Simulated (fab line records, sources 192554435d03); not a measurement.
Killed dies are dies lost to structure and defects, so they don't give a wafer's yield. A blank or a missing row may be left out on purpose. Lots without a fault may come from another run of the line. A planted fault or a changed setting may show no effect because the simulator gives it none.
Which tool did it? | flow n5_finfet | 11 lots, 33 wafers sampled, at 4 steps of a route of 1938

WHAT THE GAUGES READ, wafer by wafer
N5_BEOL_M5_THK_MEAS_01.
lot  | measured     | on            | M5_ILD_THK (nm)
L466 | day 8 22:33  | film_metro-02 | 119.6 119.7 120.7
L471 | day 10 07:35 | film_metro-02 | 120.3 122.3 122.3
L474 | day 10 12:50 | film_metro-01 | 141.4 138.3 142.4
L473 | day 10 17:58 | film_metro-02 | 141.5 140.6 139.9
L475 | day 11 03:36 | film_metro-01 | 138.5 140.2 141.2
L479 | day 11 19:32 | film_metro-01 | 119.1 120.7 121.8
L481 | day 12 14:40 | film_metro-01 | 120.1 121.5 121.8
L480 | day 12 20:14 | film_metro-01 | 121.5 122.5 121.2
L482 | day 12 21:50 | film_metro-01 | 118.7 122.2 122.6
L483 | day 13 14:22 | film_metro-02 | 118.8 120.9 120.7
L485 | day 14 04:17 | film_metro-01 | 120.4 119.0 121.1

WHICH TOOL RAN EACH LOT (tool, then ch and the chambers of the sampled wafers, then the start)
lot  | N5_BEOL_M4_SURFACE_TREAT_85  | N5_BEOL_M4_ANNEAL_49         | N5_BEOL_M5_CURE_79
L466 | pvd_sputter-01, day 8 17:05  | pvd_sputter-02, day 8 18:07  | uv_cure-01 ch 0, day 8 22:02
L471 | pvd_sputter-02, day 10 02:51 | pvd_sputter-01, day 10 03:16 | uv_cure-01 ch 1, day 10 07:14
L474 | pvd_sputter-01, day 10 07:58 | pvd_sputter-01, day 10 08:30 | uv_cure-01 ch 0, day 10 12:18
L473 | pvd_sputter-03, day 10 13:09 | pvd_sputter-01, day 10 13:37 | uv_cure-03 ch 0, day 10 17:36
L475 | pvd_sputter-01, day 10 22:57 | pvd_sputter-03, day 10 23:15 | uv_cure-03 ch 1, day 11 03:10
L479 | pvd_sputter-03, day 11 14:38 | pvd_sputter-01, day 11 14:59 | uv_cure-03 ch 2, day 11 19:02
L481 | pvd_sputter-02, day 12 09:20 | pvd_sputter-01, day 12 09:49 | uv_cure-03 ch 2, day 12 14:14
L480 | pvd_sputter-02, day 12 15:12 | pvd_sputter-02, day 12 15:33 | uv_cure-02 ch 2, day 12 19:58
L482 | pvd_sputter-01, day 12 16:23 | pvd_sputter-01, day 12 16:56 | uv_cure-02 ch 2, day 12 21:19
L483 | pvd_sputter-03, day 13 09:41 | pvd_sputter-03, day 13 10:03 | uv_cure-01 ch 0, day 13 13:56
L485 | pvd_sputter-03, day 13 21:53 | pvd_sputter-02, day 13 23:56 | uv_cure-03 ch 2, day 14 03:46
- N5_BEOL_M4_SURFACE_TREAT_85
- N5_BEOL_M4_ANNEAL_49: time 240 s.
- N5_BEOL_M5_CURE_79: cures SiCOH lowk, time 240 s.

THE ANSWER, worked out from the rows above alone
Rule: what is usual is taken from the lots themselves. Put in order of their means at a reading, lots are off if they are a third of the lots or fewer, leave a main group of 4 or more, and stand apart from it by a gap of 3 or more times the standard deviation of the main group's means; of several such gaps the widest counts. A main group whose means are all the same, to the digits that the tables above print for the reading, isn't used. A lot without any number at a reading at which 4 lots or more have one is off too. The other lots that the step has rows for count as sound.
Off: L474, L473, L475, at N5_BEOL_M5_THK_MEAS_01 (M5_ILD_THK). The main group: mean 120.8 nm, standard deviation 0.65.
A tool fits if, at a process step before that reading, it ran every lot that is off, and no sound lot after the first of them. The gauges at N5_BEOL_M5_THK_MEAS_01 are tried like those tools. None of those tried fits.

WHAT THE SIMULATOR HAD PUT IN
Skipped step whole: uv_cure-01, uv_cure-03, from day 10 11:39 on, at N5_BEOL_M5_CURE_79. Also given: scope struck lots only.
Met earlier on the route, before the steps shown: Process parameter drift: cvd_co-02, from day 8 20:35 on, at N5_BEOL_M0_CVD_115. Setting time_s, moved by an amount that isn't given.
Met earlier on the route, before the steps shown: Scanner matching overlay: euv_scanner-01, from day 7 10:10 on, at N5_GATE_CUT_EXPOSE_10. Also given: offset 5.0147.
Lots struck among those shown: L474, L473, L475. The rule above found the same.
